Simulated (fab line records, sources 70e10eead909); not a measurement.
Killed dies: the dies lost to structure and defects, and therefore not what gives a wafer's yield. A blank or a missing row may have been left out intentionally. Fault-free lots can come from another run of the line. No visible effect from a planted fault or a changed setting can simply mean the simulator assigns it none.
fab line records + flow nandHarc
record:
- lots: 13
- wafers: 39
- lastDay: 26
route steps=1159 shown A_STAIRCASE@595 END@1159
lots untouched by any fault: they come from a run of this same line in which no faults occurred
startH: hours from the record's opening day to when the first of the lot's shown wafers began + waitH: hours since the lot's step before + " as in the row above + L1.1+2: a row that stands for several wafers + - no value present, or no start provided + * or withheld: withheld + < > ~ a bound
route shown NAME@n: names a module that has steps shown in the file, with the first one's number in the route + usual: the fault-free wafers' mean and standard deviation + same: alike in all rows + chamber/n: place in a boat + sites: per-site readings + _std_site: the standard deviation of these + _edge_site: inner sites' mean taken away from outer sites' mean + radiusMm: for every site, how far away it sits from the centre of the wafer + mask NAME#n: copy n + behind: tool/chamber where the wafer was last shaped + hold: why the lot went on hold/how many hours it stayed there/how the hold came to an end + device: the transistor (n, p or np) that didn't switch + end of line: tests of these same wafers at the route's end + where a step has no rows: the recipe by itself + killed: at the first sort, the dies lost to defects and structure; wafer yield is something else + map: a wafer's dies, x killed, . not, _ none there
set.NAME: the run value of the setting; set.NAME@STEP: its run value at that earlier step + model.NAME: the simulator's own value behind a step, which no gauge read
a sample of lots followed through the steps of the route, with each step as a table and each wafer as a row
services: the hour from which a tool's chamber was out of use, counted from the record's first day as startH (under 0 if before that day), plus the number of hours and why
== steps ==
step: NHARC_A_STAIRCASE_ETCH_201
recipe:
- targetDepthA: 1000
- timeS: 40.5
- ionEnergyEv: 400
- c4f8FlowSccm: 20
- o2FlowSccm: 10
- arFlowSccm: withheld
- rfW: 600
- biasW: 1000
- chemistry: C4F8/O2
usual:
- oesProductAu: 0.940/0.011
- rfVppV: 896/4.8
| lot.wafer | tool       | chamber | startH | waitH | oesProductAu | rfHoursCounterH | rfVppV |
|-----------|------------|---------|--------|-------|--------------|-----------------|--------|
| L266.4    | rieDiel-05 | 3       | -      | -     | 0.940        | 25              | 889    |
| L266.3    | "          | 0       | "      | "     | 0.947        | 26              | 890    |
| L266.6    | "          | 3       | "      | "     | 0.936        | -               | 891    |
| L267.4    | rieDiel-13 | 1       | -      | -     | 0.937        | 55              | 897    |
| L267.2    | "          | 2       | "      | "     | 0.950        | 57              | 900    |
| L267.1    | "          | 3       | "      | "     | 0.942        | 49              | 902    |
| L268.1    | rieDiel-05 | 1       | -      | -     | 0.926        | 32              | 899    |
| L268.2    | "          | 2       | "      | "     | 0.937        | 30              | 898    |
| L268.3    | "          | 0       | "      | "     | 0.946        | 28              | 889    |
| L265.2    | rieDiel-05 | 3       | -      | -     | 0.941        | 32              | 891    |
| L265.6    | "          | 3       | "      | "     | 0.925        | -               | 890    |
| L265.5    | "          | 0       | "      | "     | 0.952        | -               | 890    |
| L271.1    | rieDiel-13 | 3       | -      | -     | 0.954        | 3               | 902    |
| L271.4    | "          | 0       | "      | "     | 0.917        | 3               | 888    |
| L271.2    | "          | 2       | "      | "     | 0.935        | 2               | 899    |
| L273.2    | rieDiel-05 | 2       | -      | -     | 0.960        | 44              | 898    |
| L273.3    | "          | 3       | "      | "     | 0.940        | 43              | 889    |
| L273.1    | "          | 0       | "      | "     | 0.957        | 43              | 890    |
| L272.3    | rieDiel-09 | 1       | -      | -     | 0.940        | 11              | 900    |
| L272.4    | "          | 2       | "      | "     | 0.959        | 11              | 898    |
| L272.6    | "          | 1       | "      | "     | 0.941        | -               | 901    |
| L275.2    | rieDiel-09 | 3       | -      | -     | 0.926        | 11              | 897    |
| L275.3    | "          | 0       | "      | "     | 0.938        | 11              | 901    |
| L275.5    | "          | 3       | "      | "     | 0.933        | -               | 897    |
| L274.4    | rieDiel-13 | 1       | -      | -     | 0.932        | 3               | 897    |
| L274.5    | "          | 3       | "      | "     | 0.941        | -               | 903    |
| L274.6    | "          | 0       | "      | "     | 0.933        | -               | 887    |
| L279.1    | rieDiel-05 | 1       | -      | -     | 0.956        | 56              | 900    |
| L279.6    | "          | 3       | "      | "     | 0.940        | -               | 889    |
| L279.5    | "          | 0       | "      | "     | 0.948        | -               | 890    |
| L283.1    | rieDiel-13 | 0       | -      | -     | 0.922        | 19              | 886    |
| L283.6    | "          | 0       | "      | "     | 0.930        | -               | 888    |
| L283.5    | "          | 1       | "      | "     | 0.955        | -               | 897    |
| L287.1    | rieDiel-09 | 3       | -      | -     | 0.947        | 40              | 897    |
| L287.3    | "          | 1       | "      | "     | 0.942        | 47              | 900    |
| L287.2    | "          | 2       | "      | "     | 0.944        | 38              | 898    |
| L288.3    | rieDiel-05 | 1       | -      | -     | 0.930        | 11              | 898    |
| L288.2    | "          | 0       | "      | "     | 0.947        | 11              | 891    |
| L288.6    | "          | 1       | "      | "     | 0.931        | -               | 899    |
step: NHARC_A_STAIRCASE_ETCH_203
recipe:
- targetDepthA: 1000
- timeS: 40.5
- ionEnergyEv: 400
- c4f8FlowSccm: 20
- o2FlowSccm: 10
- arFlowSccm: withheld
- rfW: 600
- biasW: 1000
- chemistry: C4F8/O2
usual:
- oesProductAu: 0.944/0.016
- rfVppV: 896/5
| lot.wafer | tool       | chamber | startH | waitH | oesProductAu | rfHoursCounterH | rfVppV |
|-----------|------------|---------|--------|-------|--------------|-----------------|--------|
| L266.3    | rieDiel-05 | 1       | -      | -     | 0.943        | 29              | 901    |
| L266.4    | "          | 2       | "      | "     | 0.948        | 28              | 899    |
| L266.6    | "          | 3       | "      | "     | 0.933        | -               | 889    |
| L267.2    | rieDiel-13 | 0       | -      | -     | 0.929        | 53              | 888    |
| L267.1    | "          | 1       | "      | "     | 0.944        | 55              | 897    |
| L267.4    | "          | 2       | "      | "     | 0.933        | 57              | 901    |
| L268.1    | rieDiel-05 | 1       | -      | -     | 0.940        | 32              | 899    |
| L268.2    | "          | 2       | "      | "     | 0.958        | 31              | 898    |
| L268.3    | "          | 3       | "      | "     | 0.943        | 28              | 890    |
| L265.2    | rieDiel-05 | 2       | -      | -     | 0.947        | 35              | 897    |
| L265.6    | "          | 0       | "      | "     | 0.945        | -               | 890    |
| L265.5    | "          | 1       | "      | "     | 0.939        | -               | 899    |
| L271.2    | rieDiel-13 | 0       | -      | -     | 0.936        | 3               | 887    |
| L271.1    | "          | 1       | "      | "     | 0.926        | 3               | 896    |
| L271.4    | "          | 3       | "      | "     | 0.970        | 3               | 901    |
| L273.1    | rieDiel-05 | 0       | -      | -     | 0.946        | 43              | 890    |
| L273.3    | "          | 1       | "      | "     | 0.953        | 46              | 900    |
| L273.2    | "          | 2       | "      | "     | 0.966        | 45              | 897    |
| L272.4    | rieDiel-09 | 2       | -      | -     | 0.938        | 11              | 897    |
| L272.3    | "          | 0       | "      | "     | 0.950        | 11              | 903    |
| L272.6    | "          | 1       | "      | "     | 0.942        | -               | 900    |
| L275.2    | rieDiel-09 | 0       | -      | -     | 0.948        | 11              | 902    |
| L275.3    | "          | 3       | "      | "     | 0.934        | 11              | 897    |
| L275.5    | "          | 0       | "      | "     | 0.940        | -               | 902    |
| L274.4    | rieDiel-13 | 3       | -      | -     | 0.961        | 4               | 901    |
| L274.6    | "          | 3       | "      | "     | 0.950        | -               | 901    |
| L274.5    | "          | 0       | "      | "     | 0.941        | -               | 886    |
| L279.1    | rieDiel-05 | 0       | -      | -     | 0.950        | 53              | 889    |
| L279.5    | "          | 3       | "      | "     | 0.942        | -               | 889    |
| L279.6    | "          | 0       | "      | "     | 0.953        | -               | 891    |
| L283.1    | rieDiel-13 | 0       | -      | -     | 0.931        | 19              | 887    |
| L283.6    | "          | 1       | "      | "     | 0.939        | -               | 896    |
| L283.5    | "          | 2       | "      | "     | 0.929        | -               | 899    |
| L287.1    | rieDiel-13 | 3       | -      | -     | 0.982        | 33              | 901    |
| L287.2    | "          | 0       | "      | "     | 0.968        | 31              | 888    |
| L287.3    | "          | 1       | "      | "     | 0.964        | 30              | 896    |
| L288.2    | rieDiel-05 | 3       | -      | -     | 0.927        | 11              | 890    |
| L288.3    | "          | 2       | "      | "     | 0.953        | 10              | 898    |
| L288.6    | "          | 0       | "      | "     | 0.932        | -               | 890    |
step: NHARC_A_STAIRCASE_ETCH_230
recipe:
- targetDepthA: 1000
- timeS: 40.5
- ionEnergyEv: 400
- c4f8FlowSccm: 20
- o2FlowSccm: 10
- arFlowSccm: withheld
- rfW: 600
- biasW: 1000
- chemistry: C4F8/O2
usual:
- oesProductAu: 0.946/0.016
- rfVppV: 895/4.8
| lot.wafer | tool       | chamber | startH | waitH | oesProductAu | rfHoursCounterH | rfVppV |
|-----------|------------|---------|--------|-------|--------------|-----------------|--------|
| L266.3    | rieDiel-05 | 0       | 252.52 | -     | 0.993        | 27              | 890    |
| L266.4    | "          | 1       | "      | "     | 0.980        | 31              | 899    |
| L266.6    | "          | 3       | "      | "     | 0.957        | -               | 888    |
| L267.4    | rieDiel-09 | 2       | 252.81 | -     | 0.947        | 64              | 899    |
| L267.2    | "          | 3       | "      | "     | 0.934        | 61              | 898    |
| L267.1    | "          | 1       | "      | "     | 0.928        | 62              | 900    |
| L268.3    | rieDiel-05 | 2       | 258.12 | -     | 0.960        | 32              | 896    |
| L268.1    | "          | 3       | "      | "     | 0.937        | 29              | 890    |
| L268.2    | "          | 0       | "      | "     | 0.945        | 29              | 889    |
| L265.2    | rieDiel-05 | 2       | 264.86 | -     | 0.969        | 36              | 898    |
| L265.6    | "          | 3       | "      | "     | 0.936        | -               | 890    |
| L265.5    | "          | 0       | "      | "     | 0.951        | -               | 890    |
| L271.4    | rieDiel-05 | 2       | 292.41 | -     | 0.971        | 46              | 898    |
| L271.2    | "          | 0       | "      | "     | 0.950        | 44              | 890    |
| L271.1    | "          | 1       | "      | "     | 0.957        | 47              | 899    |
| L273.2    | rieDiel-05 | 0       | 292.89 | -     | 0.950        | 45              | 891    |
| L273.3    | "          | 1       | "      | "     | 0.948        | 47              | 900    |
| L273.1    | "          | 3       | "      | "     | 0.958        | 45              | 890    |
| L272.3    | rieDiel-05 | 3       | 294.24 | -     | 0.804        | 46              | 890    |
| L272.4    | "          | 0       | "      | "     | 0.802        | 46              | 890    |
| L272.6    | "          | 2       | "      | "     | 0.827        | -               | 898    |
| L275.3    | rieDiel-09 | 2       | 295.16 | -     | 0.951        | 14              | 899    |
| L275.2    | "          | 3       | "      | "     | 0.928        | 13              | 899    |
| L275.5    | "          | 3       | "      | "     | 0.937        | -               | 898    |
| L274.4    | rieDiel-13 | 1       | 296.18 | -     | 0.947        | 4               | 896    |
| L274.5    | "          | 3       | "      | "     | 0.951        | -               | 900    |
| L274.6    | "          | 0       | "      | "     | 0.942        | -               | 887    |
| L279.1    | rieDiel-05 | 1       | 317.53 | -     | 0.810        | 57              | 899    |
| L279.5    | "          | 0       | "      | "     | 0.816        | -               | 890    |
| L279.6    | "          | 1       | "      | "     | 0.801        | -               | 899    |
| L283.1    | rieDiel-13 | 0       | 345.13 | -     | 0.931        | 21              | 888    |
| L283.5    | "          | 1       | "      | "     | 0.940        | -               | 896    |
| L283.6    | "          | 2       | "      | "     | 0.942        | -               | 899    |
| L287.1    | rieDiel-05 | 1       | 375.31 | -     | 0.939        | 9               | 899    |
| L287.2    | "          | 2       | "      | "     | 0.943        | 9               | 897    |
| L287.3    | "          | 3       | "      | "     | 0.936        | 9               | 890    |
| L288.3    | rieDiel-05 | 0       | 383.45 | -     | 0.928        | 13              | 889    |
| L288.2    | "          | 2       | "      | "     | 0.949        | 12              | 897    |
| L288.6    | "          | 0       | "      | "     | 0.932        | -               | 890    |
step: NHARC_A_STAIRCASE_TRIM_233
recipe:
- timeS: 211.2
- o2FlowSccm: 500
- arFlowSccm: 0
- biasW: 0
- chemistry: O2
usual:
- drypumpMotorCurrentA: 5.8/0.62
- oesProductAu: 1.000/0.011
- rfVppV: 57.7/0.94
- showerheadPlenumPTorr: 3.52/0.12
- throttleValvePct: 17.036/0.0087
| lot.wafer | tool       | chamber | startH | waitH | drypumpMotorCurrentA | oesProductAu | rfHoursCounterH | rfVppV | showerheadPlenumPTorr | throttleValvePct |
|-----------|------------|---------|--------|-------|----------------------|--------------|-----------------|--------|-----------------------|------------------|
| L266.4    | rieDiel-05 | 1       | -      | -     | 5.2                  | 1.002        | 31              | 56.8   | 3.62                  | 17.013           |
| L266.3    | "          | 3       | "      | "     | 6.6                  | 0.994        | 27              | 57.5   | 3.37                  | 17.052           |
| L266.6    | "          | 2       | "      | "     | 5.3                  | 1.004        | -               | 57.1   | 3.58                  | 17.036           |
| L267.2    | rieDiel-09 | 3       | -      | -     | 4.8                  | 0.991        | 61              | 57.5   | 3.57                  | 17.038           |
| L267.4    | "          | 0       | "      | "     | 5.7                  | 0.996        | 63              | 57.9   | 3.69                  | 17.032           |
| L267.1    | "          | 1       | "      | "     | 5.8                  | 0.986        | 62              | 57.7   | 3.64                  | 17.037           |
| L268.3    | rieDiel-05 | 1       | -      | -     | 5.2                  | 0.998        | 34              | 58.1   | 3.62                  | 17.032           |
| L268.2    | "          | 3       | "      | "     | 6.7                  | 0.983        | 30              | 56.2   | 3.37                  | 17.037           |
| L268.1    | "          | 0       | "      | "     | 6.5                  | 1.004        | 30              | 57.2   | 3.38                  | 17.036           |
| L265.2    | rieDiel-05 | 2       | -      | -     | 5.3                  | 1.008        | 36              | 56.1   | 3.57                  | 17.038           |
| L265.5    | "          | 1       | "      | "     | 5.2                  | 0.989        | -               | 59.0   | 3.62                  | 17.044           |
| L265.6    | "          | 2       | "      | "     | 5.3                  | 1.003        | -               | 57.5   | 3.57                  | 17.033           |
| L271.2    | rieDiel-05 | 0       | -      | -     | 6.5                  | 1.008        | 45              | 58.4   | 3.37                  | 17.035           |
| L271.1    | "          | 1       | "      | "     | 5.2                  | 1.002        | 47              | 57.8   | 3.61                  | 17.046           |
| L271.4    | "          | 2       | "      | "     | 5.3                  | 1.024        | 46              | 58.1   | 3.57                  | 17.053           |
| L273.1    | rieDiel-05 | 2       | -      | -     | 5.3                  | 1.014        | 46              | 58.4   | 3.57                  | 17.040           |
| L273.3    | "          | 3       | "      | "     | 6.7                  | 1.000        | 45              | 57.0   | 3.36                  | 17.039           |
| L273.2    | "          | 0       | "      | "     | 6.5                  | 1.014        | 45              | 58.1   | 3.37                  | 17.033           |
| L272.4    | rieDiel-05 | 1       | -      | -     | 5.2                  | 1.004        | 49              | 57.5   | 3.61                  | 17.027           |
| L272.3    | "          | 2       | "      | "     | 5.3                  | 1.025        | 47              | 57.7   | 3.57                  | 17.033           |
| L272.6    | "          | 1       | "      | "     | 5.2                  | 1.004        | -               | 58.1   | 3.61                  | 17.039           |
| L275.3    | rieDiel-09 | 0       | -      | -     | 5.7                  | 1.018        | 13              | 57.9   | 3.68                  | 17.034           |
| L275.2    | "          | 1       | "      | "     | 5.7                  | 1.000        | 15              | 58.9   | 3.63                  | 17.050           |
| L275.5    | "          | 3       | "      | "     | 4.8                  | 0.992        | -               | 56.7   | 3.57                  | 17.031           |
| L274.4    | rieDiel-13 | 0       | -      | -     | 6.1                  | 0.986        | 4               | 57.9   | 3.30                  | 17.032           |
| L274.6    | "          | 2       | "      | "     | 6.0                  | 0.993        | -               | 59.2   | 3.64                  | 17.041           |
| L274.5    | "          | 3       | "      | "     | 5.0                  | 1.006        | -               | 58.1   | 3.67                  | 17.028           |
| L279.1    | rieDiel-05 | 1       | -      | -     | 5.2                  | 1.000        | 57              | 57.2   | 3.61                  | 17.032           |
| L279.5    | "          | 2       | "      | "     | 5.3                  | 1.015        | -               | 57.2   | 3.56                  | 17.027           |
| L279.6    | "          | 3       | "      | "     | 6.7                  | 0.999        | -               | 57.3   | 3.35                  | 17.027           |
| L283.1    | rieDiel-13 | 1       | -      | -     | 6.4                  | 1.007        | 22              | 57.1   | 3.54                  | 17.034           |
| L283.5    | "          | 0       | "      | "     | 6.1                  | 0.995        | -               | 56.9   | 3.29                  | 17.042           |
| L283.6    | "          | 1       | "      | "     | 6.4                  | 1.014        | -               | 57.6   | 3.54                  | 17.045           |
| L287.3    | rieDiel-05 | 1       | -      | -     | 5.2                  | 0.976        | 10              | 57.2   | 3.60                  | 17.018           |
| L287.1    | "          | 2       | "      | "     | 5.3                  | 1.008        | 9               | 57.4   | 3.55                  | 17.051           |
| L287.2    | "          | 0       | "      | "     | 6.5                  | 0.991        | 9               | 59.3   | 3.36                  | 17.045           |
| L288.2    | rieDiel-05 | 1       | -      | -     | 5.2                  | 0.991        | 12              | 57.6   | 3.60                  | 17.049           |
| L288.3    | "          | 3       | "      | "     | 6.6                  | 1.011        | 13              | 57.4   | 3.34                  | 17.029           |
| L288.6    | "          | 1       | "      | "     | 5.2                  | 0.993        | -               | 59.2   | 3.60                  | 17.034           |
step: NHARC_END_SORT_01
recipe:
- tempC: 25
usual:
- killedAtArray: 28/9.1
- killedAtOther: 0.6/0.87
- killedAtPeriphery: 3.4/2.7
- killedDies: 32/9
- killedOpen: 3.2/1.9
- killedShort: 2.0/1.3
same:
- grossDies: 677
| lot.wafer | tool      | chamber | startH | waitH | killedAtArray | killedAtOther | killedAtPeriphery | killedDies | killedOpen | killedShort |
|-----------|-----------|---------|--------|-------|---------------|---------------|-------------------|------------|------------|-------------|
| L272.3    | prober-02 | 0       | 487.77 | 3.1   | 233           | 1             | 10                | 244        | 4          | 1           |
| L272.4    | prober-02 | 0       | 488.56 | 3.4   | 212           | 0             | 3                 | 215        | 3          | 2           |
| L272.6    | prober-02 | 0       | 490.14 | 4.0   | 309           | 0             | 2                 | 311        | 4          | 2           |
| L279.1    | prober-02 | 0       | 517.62 | 2.5   | 210           | 1             | 1                 | 212        | 2          | 1           |
| L279.5    | prober-02 | 0       | 520.86 | 3.7   | 219           | 0             | 5                 | 224        | 3          | 2           |
| L279.6    | prober-02 | 0       | 521.67 | 4.0   | 292           | 0             | 5                 | 297        | 5          | 2           |
killed by level:class
L272.3 A_STAIRCASE:areaEtch=214 A_CONTACT:chamberFilmFlake=8 P_M0:chamberFilmFlake=7 A_STAIRCASE:chamberFilmFlake=5 A_CHANNEL_HOLE_D1:chamberFilmFlake=4 P_GATE:geometricParticle:open=1 P_CONTACT:geometricParticle:open=1 P_M2:geometricParticle:open=1
L272.4 A_STAIRCASE:areaEtch=192 A_CONTACT:chamberFilmFlake=9 A_CONTACT:geometricParticle:open=3 P_M0:chamberFilmFlake=3 A_CHANNEL_HOLE_D1:chamberFilmFlake=3 A_STAIRCASE:chamberFilmFlake=3 A_ONON_D1:geometricParticle:short=1 A_M0:geometricParticle:short=1
L272.6 A_STAIRCASE:areaEtch=286 A_CONTACT:chamberFilmFlake=11 A_CHANNEL_HOLE_D1:chamberFilmFlake=4 A_STAIRCASE:chamberFilmFlake=3 A_CONTACT:geometricParticle:open=2 P_M0:geometricParticle:open=1 A_CHANNEL_FILL_D1:geometricParticle:short=1 A_M0:geometricParticle:open=1
L279.1 A_STAIRCASE:areaEtch=182 A_SLIT:chamberFilmFlake=14 A_CHANNEL_HOLE_D1:chamberFilmFlake=6 A_CONTACT:chamberFilmFlake=3 A_M1:geometricParticle:open=1 A_M0:geometricParticle:open=1 STARTING-WAFER:geometricParticle:short=1 P_GATE:chamberFilmFlake=1
L279.5 A_STAIRCASE:areaEtch=190 A_SLIT:chamberFilmFlake=16 A_CHANNEL_HOLE_D1:chamberFilmFlake=6 P_GATE:chamberFilmFlake=2 A_STAIRCASE:chamberFilmFlake=2 P_CONTACT:geometricParticle:short=1 P_M1:geometricParticle:open=1 A_SOURCE_PLATE:geometricParticle:open=1
L279.6 A_STAIRCASE:areaEtch=266 A_SLIT:chamberFilmFlake=12 A_CHANNEL_HOLE_D1:chamberFilmFlake=4 A_CONTACT:chamberFilmFlake=3 P_M0:geometricParticle:open=1 P_M1:geometricParticle:open=1 A_CHANNEL_FILL_D1:geometricParticle:short=1 A_SGD_CUT:geometricParticle:short=1
== services ==
| tool       | chamber | startH | hours | kind      |
|------------|---------|--------|-------|-----------|
| rieDiel-05 | 0       | 246.26 | -     | clean     |
| rieDiel-05 | 1       | 246.26 | -     | clean     |
| rieDiel-05 | 2       | 246.26 | -     | clean     |
| rieDiel-05 | 3       | 246.26 | -     | clean     |
| rieDiel-09 | -       | 254.22 | 9.0   | pm        |
| rieDiel-05 | 0       | 270.76 | -     | clean     |
| rieDiel-05 | 1       | 270.76 | -     | clean     |
| rieDiel-05 | 2       | 270.76 | -     | clean     |
| rieDiel-05 | 3       | 270.76 | -     | clean     |
| rieDiel-13 | -       | 276.17 | 9.0   | pm        |
| rieDiel-05 | 0       | 295.30 | -     | clean     |
| rieDiel-05 | 1       | 295.30 | -     | clean     |
| rieDiel-05 | 2       | 295.30 | -     | clean     |
| rieDiel-05 | 3       | 295.30 | -     | clean     |
| rieDiel-05 | 0       | 319.84 | -     | clean     |
| rieDiel-05 | 1       | 319.84 | -     | clean     |
| rieDiel-05 | 2       | 319.84 | -     | clean     |
| rieDiel-05 | 3       | 319.84 | -     | clean     |
| rieDiel-05 | -       | 340.63 | 9.0   | pm        |
| rieDiel-05 | 0       | 340.63 | 9.0   | ventCycle |
| rieDiel-05 | 1       | 340.63 | 9.0   | ventCycle |
| rieDiel-09 | 0       | 353.62 | 40.8  | repair    |
| rieDiel-09 | 2       | 354.77 | 10.6  | repair    |
| rieDiel-09 | 2       | 366.19 | 2.7   | repair    |
== key ==
firstSign:
- step: NHARC_A_STAIRCASE_ETCH_230
- reading: oesProductAu
- direction: down
- sigmas: 8.7
- usual: 0.946
- struck: 0.810
effect:
- step: NHARC_END_SORT_01
- reading: killedDies
- direction: up
- sigmas: 24
- usual: 32
- struck: 250
moreKillsBornAt:
- NHARC_A_STAIRCASE_ETCH_230@rieDiel-05: 1330
metAt NHARC_A_STAIRCASE_ETCH_230
struckLots L272,L279
testerLeftOut L272,L279
notActingAt NHARC_A_STAIRCASE_ETCH_201,NHARC_A_STAIRCASE_ETCH_203,NHARC_A_STAIRCASE_TRIM_233
onsetBetween 292.89 294.24
fault:
- kind: processParameterDrift
- tool: rieDiel-05
- chamber: -
- onsetH: 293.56
- steps: NHARC_A_STAIRCASE_ETCH_230
- channel: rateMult
- offset: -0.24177
- shape: step
- endH: 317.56
testerLeftOut: of these lots the tester's yield and bins aren't shown, on N5 and GAA mostly nor the transistor test; their killed dies are dies lost to structure and defects alone, not to doping, threshold or leakage, so they don't give the yield
